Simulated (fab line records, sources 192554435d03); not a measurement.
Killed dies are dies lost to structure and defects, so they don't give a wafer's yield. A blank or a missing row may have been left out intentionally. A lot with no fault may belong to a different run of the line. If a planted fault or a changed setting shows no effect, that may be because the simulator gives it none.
Chamber matching / flow n5-finfet / N5_FIN_SAQP_HM_DEP_03 on pecvd-03: 3 sister chambers
The step deposits SiNx from SiH4/NH3/N2, target thk 38 nm, time 33.6 s. 30 wafers are shown with their chamber, then 12 later ones without.

== WAFERS WITH THEIR CHAMBER ==
wafer=L078.1; chamber=2; showerhead-plenum-p-Torr (Torr)=5.12; throttle-valve-pct (%)=38.2; heater-power-w (W)=699
wafer=L078.4; chamber=2; showerhead-plenum-p-Torr (Torr)=5.11; throttle-valve-pct (%)=38.3; heater-power-w (W)=695
wafer=L078.6; chamber=0; showerhead-plenum-p-Torr (Torr)=5.12; throttle-valve-pct (%)=37.6; heater-power-w (W)=873
wafer=L080.1; chamber=0; showerhead-plenum-p-Torr (Torr)=5.12; throttle-valve-pct (%)=37.6; heater-power-w (W)=815
wafer=L080.3; chamber=2; showerhead-plenum-p-Torr (Torr)=5.13; throttle-valve-pct (%)=38.4; heater-power-w (W)=689
wafer=L080.4; chamber=2; showerhead-plenum-p-Torr (Torr)=5.13; throttle-valve-pct (%)=38.3; heater-power-w (W)=672
wafer=L083.1; chamber=1; showerhead-plenum-p-Torr (Torr)=5.31; throttle-valve-pct (%)=39.0; heater-power-w (W)=797
wafer=L083.3; chamber=2; showerhead-plenum-p-Torr (Torr)=5.13; throttle-valve-pct (%)=38.5; heater-power-w (W)=624
wafer=L083.4; chamber=0; showerhead-plenum-p-Torr (Torr)=5.13; throttle-valve-pct (%)=37.9; heater-power-w (W)=780
wafer=L089.1; chamber=1; showerhead-plenum-p-Torr (Torr)=5.33; throttle-valve-pct (%)=39.5; heater-power-w (W)=779
wafer=L089.3; chamber=2; showerhead-plenum-p-Torr (Torr)=5.12; throttle-valve-pct (%)=38.5; heater-power-w (W)=655
wafer=L089.5; chamber=1; showerhead-plenum-p-Torr (Torr)=5.32; throttle-valve-pct (%)=39.5; heater-power-w (W)=789
wafer=L090.1; chamber=2; showerhead-plenum-p-Torr (Torr)=5.11; throttle-valve-pct (%)=38.4; heater-power-w (W)=668
wafer=L090.2; chamber=1; showerhead-plenum-p-Torr (Torr)=5.33; throttle-valve-pct (%)=39.5; heater-power-w (W)=771
wafer=L090.3; chamber=0; showerhead-plenum-p-Torr (Torr)=5.12; throttle-valve-pct (%)=37.8; heater-power-w (W)=911
wafer=L090.4; chamber=2; showerhead-plenum-p-Torr (Torr)=5.11; throttle-valve-pct (%)=38.3; heater-power-w (W)=664
wafer=L090.5; chamber=0; showerhead-plenum-p-Torr (Torr)=5.12; throttle-valve-pct (%)=37.9; heater-power-w (W)=884
wafer=L090.6; chamber=1; showerhead-plenum-p-Torr (Torr)=5.32; throttle-valve-pct (%)=39.5; heater-power-w (W)=784
wafer=L091.1; chamber=0; showerhead-plenum-p-Torr (Torr)=5.13; throttle-valve-pct (%)=37.7; heater-power-w (W)=802
wafer=L091.5; chamber=2; showerhead-plenum-p-Torr (Torr)=5.12; throttle-valve-pct (%)=38.4; heater-power-w (W)=685
wafer=L091.6; chamber=0; showerhead-plenum-p-Torr (Torr)=5.13; throttle-valve-pct (%)=37.9; heater-power-w (W)=834
wafer=L092.1; chamber=1; showerhead-plenum-p-Torr (Torr)=5.32; throttle-valve-pct (%)=39.3; heater-power-w (W)=844
wafer=L092.2; chamber=0; showerhead-plenum-p-Torr (Torr)=5.13; throttle-valve-pct (%)=38.2; heater-power-w (W)=902
wafer=L092.3; chamber=2; showerhead-plenum-p-Torr (Torr)=5.13; throttle-valve-pct (%)=38.3; heater-power-w (W)=668
wafer=L092.4; chamber=2; showerhead-plenum-p-Torr (Torr)=5.12; throttle-valve-pct (%)=38.2; heater-power-w (W)=690
wafer=L092.5; chamber=1; showerhead-plenum-p-Torr (Torr)=5.34; throttle-valve-pct (%)=39.6; heater-power-w (W)=891
wafer=L092.6; chamber=0; showerhead-plenum-p-Torr (Torr)=5.13; throttle-valve-pct (%)=37.8; heater-power-w (W)=901
wafer=L093.2; chamber=0; showerhead-plenum-p-Torr (Torr)=5.13; throttle-valve-pct (%)=38.0; heater-power-w (W)=868
wafer=L093.4; chamber=0; showerhead-plenum-p-Torr (Torr)=5.12; throttle-valve-pct (%)=38.1; heater-power-w (W)=855
wafer=L093.5; chamber=2; showerhead-plenum-p-Torr (Torr)=5.13; throttle-valve-pct (%)=38.4; heater-power-w (W)=704

SIGNATURES, as means of the wafers listed above
reading=showerhead-plenum-p-Torr; chamber 0=5.1255; chamber 1=5.3243; chamber 2=5.1217; scatter within a chamber=0.00772
reading=throttle-valve-pct; chamber 0=37.864; chamber 1=39.414; chamber 2=38.350; scatter within a chamber=0.164
reading=heater-power-w; chamber 0=856.82; chamber 1=807.86; chamber 2=676.08; scatter within a chamber=36.6
Rule: a wafer lies at a distance from a chamber equal to the root of the sum of squares, over the readings, of (its reading less the chamber's mean, divided by the reading's scatter). The wafer belongs to the nearest chamber; if the next one is less than 2 further off, it can't be placed. The scatter: the root of (the sum of the squares of (reading less its chamber's mean) over the shown wafers, divided by (wafers less chambers)).

== WAFERS WHOSE CHAMBER IS MISSING ==
wafer=L094.2; showerhead-plenum-p-Torr (Torr)=5.13; throttle-valve-pct (%)=38.2; heater-power-w (W)=653
wafer=L094.4; showerhead-plenum-p-Torr (Torr)=5.12; throttle-valve-pct (%)=38.3; heater-power-w (W)=661
wafer=L094.6; showerhead-plenum-p-Torr (Torr)=5.12; throttle-valve-pct (%)=38.0; heater-power-w (W)=753
wafer=L095.1; showerhead-plenum-p-Torr (Torr)=5.12; throttle-valve-pct (%)=38.1; heater-power-w (W)=834
wafer=L095.2; showerhead-plenum-p-Torr (Torr)=5.32; throttle-valve-pct (%)=39.8; heater-power-w (W)=810
wafer=L095.3; showerhead-plenum-p-Torr (Torr)=5.13; throttle-valve-pct (%)=38.3; heater-power-w (W)=707
wafer=L095.4; showerhead-plenum-p-Torr (Torr)=5.14; throttle-valve-pct (%)=38.0; heater-power-w (W)=841
wafer=L095.5; showerhead-plenum-p-Torr (Torr)=5.33; throttle-valve-pct (%)=39.6; heater-power-w (W)=796
wafer=L095.6; showerhead-plenum-p-Torr (Torr)=5.12; throttle-valve-pct (%)=38.4; heater-power-w (W)=716
wafer=L097.4; showerhead-plenum-p-Torr (Torr)=5.14; throttle-valve-pct (%)=38.0; heater-power-w (W)=888
wafer=L097.5; showerhead-plenum-p-Torr (Torr)=5.12; throttle-valve-pct (%)=38.1; heater-power-w (W)=694
wafer=L097.6; showerhead-plenum-p-Torr (Torr)=5.33; throttle-valve-pct (%)=39.9; heater-power-w (W)=783

== THE CHAMBER EACH PASSED THROUGH ==
wafer=L094.2; from the rows above=2; in truth=2
wafer=L094.4; from the rows above=2; in truth=2
wafer=L094.6; from the rows above=can't be placed: 2 or 0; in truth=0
wafer=L095.1; from the rows above=0; in truth=0
wafer=L095.2; from the rows above=1; in truth=1
wafer=L095.3; from the rows above=2; in truth=2
wafer=L095.4; from the rows above=0; in truth=0
wafer=L095.5; from the rows above=1; in truth=1
wafer=L095.6; from the rows above=2; in truth=2
wafer=L097.4; from the rows above=0; in truth=0
wafer=L097.5; from the rows above=2; in truth=2
wafer=L097.6; from the rows above=1; in truth=1
Correct placement for 11 of the 12. Cannot be placed on the basis of these rows: 1; the candidates contain the true chamber in 1. 0 placed wrongly.
